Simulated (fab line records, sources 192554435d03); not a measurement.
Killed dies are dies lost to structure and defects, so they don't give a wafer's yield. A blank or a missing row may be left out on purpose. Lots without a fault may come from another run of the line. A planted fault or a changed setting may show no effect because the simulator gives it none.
Chamber matching | flow n5_finfet | N5_BEOL_M3_ALD_84 on ald_metal-02: 4 sister chambers
The step deposits TaN, pulse time 2 s, purge time 3 s, co reactant purge time 2 s. 18 wafers are shown with their chamber, then 9 later ones without.

WAFERS WITH THEIR CHAMBER
wafer  | chamber | heater_power_w (W) | heater_power_outer_w (W)
L075.3 | 0       | 449                | 240
L075.5 | 3       | 438                | 226
L075.6 | 0       | 449                | 243
L077.3 | 0       | 440                | 241
L077.4 | 2       | 480                | 258
L077.6 | 2       | 469                | 249
L078.1 | 1       | 387                | 212
L078.3 | 0       | 449                | 242
L078.5 | 0       | 440                | 249
L082.1 | 0       | 446                | 250
L082.4 | 3       | 444                | 234
L082.6 | 0       | 445                | 243
L086.2 | 0       | 441                | 254
L086.3 | 3       | 427                | 234
L086.6 | 2       | 480                | 260
L088.1 | 0       | 453                | 247
L088.2 | 1       | 388                | 223
L088.4 | 3       | 459                | 230

SIGNATURES (means of the wafers above)
reading              | chamber 0 | chamber 1 | chamber 2 | chamber 3 | scatter within a chamber
heater_power_w       | 445.78    | 387.50    | 476.33    | 442.00    | 7.51
heater_power_outer_w | 245.44    | 217.50    | 255.67    | 231.00    | 5.04
Rule: a wafer's distance from a chamber is the root of the sum, over the readings, of the square of ((its reading less the chamber's mean) divided by the reading's scatter). The wafer belongs to the nearest chamber; if the next one is less than 2 further off, it can't be placed. The scatter: the root of (the sum of the squares of (reading less its chamber's mean) over the shown wafers, divided by (wafers less chambers)).

WAFERS WITHOUT THEIR CHAMBER
wafer  | heater_power_w (W) | heater_power_outer_w (W)
L091.2 | 451                | 239
L091.3 | 483                | 261
L091.5 | 398                | 206
L093.1 | 480                | 257
L093.2 | 452                | 248
L093.3 | 397                | 214
L094.2 | 451                | 237
L094.4 | 481                | 262
L094.5 | 485                | 262

WHICH CHAMBER EACH WENT THROUGH
wafer  | from the rows above     | in truth
L091.2 | can't be placed: 0 or 3 | 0
L091.3 | 2                       | 2
L091.5 | 1                       | 1
L093.1 | 2                       | 2
L093.2 | 0                       | 0
L093.3 | 1                       | 1
L094.2 | can't be placed: 3 or 0 | 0
L094.4 | 2                       | 2
L094.5 | 2                       | 2
Placed correctly: 7 of 9. Can't be placed from these rows: 2 (the true chamber is among the candidates in 2). Placed wrongly: 0.
